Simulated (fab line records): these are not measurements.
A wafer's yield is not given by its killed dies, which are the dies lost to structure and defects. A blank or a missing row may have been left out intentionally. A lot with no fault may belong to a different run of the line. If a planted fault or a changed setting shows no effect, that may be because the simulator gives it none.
Struck lot and sound lot, side by side ; flow n5 finfet ; 37 steps out of a route of 1938
Sound: the wafers L705.3, L705.5, L705.6. Wafers struck: L702.2, L702.3, L702.4. Last of all comes the cause.
Per side, at each step with rows, come the tool, then ch with its chambers, and then its first start. Under that, the readings that differ: sound wafers ; struck wafers ; difference of the means ; sigmas: that difference in standard deviations of wafers without a fault.
alike: words and numbers the same on both sides, and readings whose means are apart by under 2 such deviations; not compared: readings that were withheld, readings missing a value for some wafer, numbers with overlapping values and no deviation given by the record, and bounds like >300 which may hide the same value.
Wherever a step has rows on one side only, a row that says differs or no value, or a row with sigmas, the two part there. Non-overlapping numbers with no deviation appear without sigmas and do not part them. Lack of a reading on every wafer of one side parts them only where that side has two or more wafers.

first, 9 steps without rows for these wafers: N5_BEOL_M4_ANNEAL_95 (time 240 s); N5_BEOL_M4_SPUTTER_96 (material Cu, target thk 4.5 nm, time 8.29 s); N5_BEOL_M4_ECD_50 (material Cu, target thk 300 nm); N5_BEOL_M4_ANNEAL_51 (time 90 s); N5_BEOL_M4_CMP_52 (polishes, stops on SiOC, t overpolish 6.8 s, target thk 40 nm); N5_BEOL_M4_PRE_CLEAN_60 (time 15 s); N5_BEOL_M4_CO_CAP_55 (material Co, precursor CCTBA/H2, target thk 2 nm, time 102.1 s); N5_BEOL_M4_PRE_CLEAN_56 (time 15 s); N5_BEOL_M4_DEP_57 (deposits SiCN from 3MS/NH3, target thk 8 nm, time 14 s).
N5_BEOL_M4_RC_MEAS_101:
  sound on prober-02 ch 0, day 14 05:02; struck on prober-02 ch 0, day 13 02:50
  alike: DIBL_N, DIBL_P, IOFF_N, IOFF_P, ION_N, ION_P, SS_N, SS_P, VT_N, VT_P
then, 24 steps without rows for these wafers: N5_BEOL_M5_ILD_DEP_00 (deposits SiCOH lowk from DEMS/porogen, target thk 140.64 nm, time 25.9 s); N5_BEOL_M5_CURE_79 (cures SiCOH lowk, time 240 s); N5_BEOL_M5_PECVD_70 (deposits SiO2 from TEOS/O2, target thk 16 nm, time 18 s); N5_BEOL_M5_HM_DEP_02 (deposits TiN, target thk 20 nm); N5_BEOL_M5_COAT_59 (time 60 s, resist thk 60 nm); N5_BEOL_M5_COAT_60 (time 60 s, resist thk 12 nm); N5_BEOL_M5_COAT_71 (time 60 s, resist thk 5 nm); N5_BEOL_M5_COAT_05 (resist thk 30 nm); N5_BEOL_M5_EBR_07; N5_BEOL_M5_SOFTBAKE_06 (time 60 s); N5_BEOL_M5_EXPOSE_08 (exposes mask M5, target cd 28 nm); N5_BEOL_M5_PEB_09 (peb time 60 s); N5_BEOL_M5_DEVELOP_10 (develop time 30 s); N5_BEOL_M5_DESCUM_16 (chemistry O2, time 7 s); N5_BEOL_M5_ETCH_72 (etches underlayer in N2/H2, target depth 6.5 nm, time 5.2 s); N5_BEOL_M5_ETCH_61 (etches SiARC in CF4, target depth 15.6 nm, time 26 s); N5_BEOL_M5_ETCH_62 (etches SOC in N2/H2, target depth 75 nm, overetch 15 nm, time 112.5 s); N5_BEOL_M5_STRIP_63 (strips in N2/H2); N5_BEOL_M5_STRIP_73 (strips in N2/H2); N5_BEOL_M5_STRIP_64 (strips in CF4); N5_BEOL_M5_HM_OPEN_17 (chemistry Cl2/BCl3, target TiN, target depth 20 nm, overetch 6 nm); N5_BEOL_M5_STRIP_19 (strips in O2); N5_BEOL_M5_COAT_65 (time 60 s, resist thk 60 nm); N5_BEOL_M5_COAT_66 (time 60 s, resist thk 12 nm).
N5_BEOL_M7_SPUTTER_48: material Cu, target thk 10 nm, time 1.667 s.
  struck on pvd sputter-03, day 14 11:10; sound on pvd sputter-03, day 15 09:01
  no value came back on the struck wafers for bias v (V), cathode dc power W (W), throttle valve pct (%); on the sound wafers bias v (V) reads 59.7 60.4 59.8
N5_BEOL_M7_CMP_52: polishes, stops on SiCOH lowk, t overpolish 6.9 s, target thk 80 nm.
  sound on cmp-03 ch 0,1, day 15 09:50; struck on cmp-03 ch 0,2,3, day 14 11:56
reading;sound;struck;difference;sigmas
time to endpoint s (s);61.7 66.0 61.6;1.7 1.2 2.6;-61.3;-28
  alike: edge zone pressure frac, motor current A, slurry filter dp kPa
-- here the record skips 3 days between the struck wafers' starts before and after, leaving off in module BEOL_M7 and picking up in module PASSIVATION (first step shown: number 1936 of the route) --
N5_PASSIVATION_PROBE_49:
  struck on prober-01, day 17 14:51; sound on prober-01, day 18 12:41
reading;sound;struck;difference;sigmas
defect limited yield (%);91.0 92.3 90.3;0 0 0;-91;-57
killed_at_M4_up;12 12 23;1079 1084 1095;+1070;+99 or more
killed dies;106 91 114;1180 1180 1180;+1076;+57
killed on rim;19 14 12;152 152 152;+137;+34
sort_bin_5_function (%);5.8 4.3 5.3;95.7 96.7 96.7;+91.2;+92
sort n pass;1074 1089 1066;0 0 0;-1076;-57
sort yield pct (%);91.0 92.3 90.3;0 0 0;-91;-57
  alike: killed_at_M0_to_M3, killed at contacts, killed at front end, killed at other, killed open, killed short, sort_bin_6_memory

WHERE THEY PART
Last at N5_PASSIVATION_PROBE_49 as far as this record goes, first at N5_BEOL_M7_SPUTTER_48.

WHY: whatever the simulator had introduced
Whole step skipped at N5_BEOL_M7_SPUTTER_48 on pvd sputter-03, starting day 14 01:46. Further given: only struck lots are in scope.
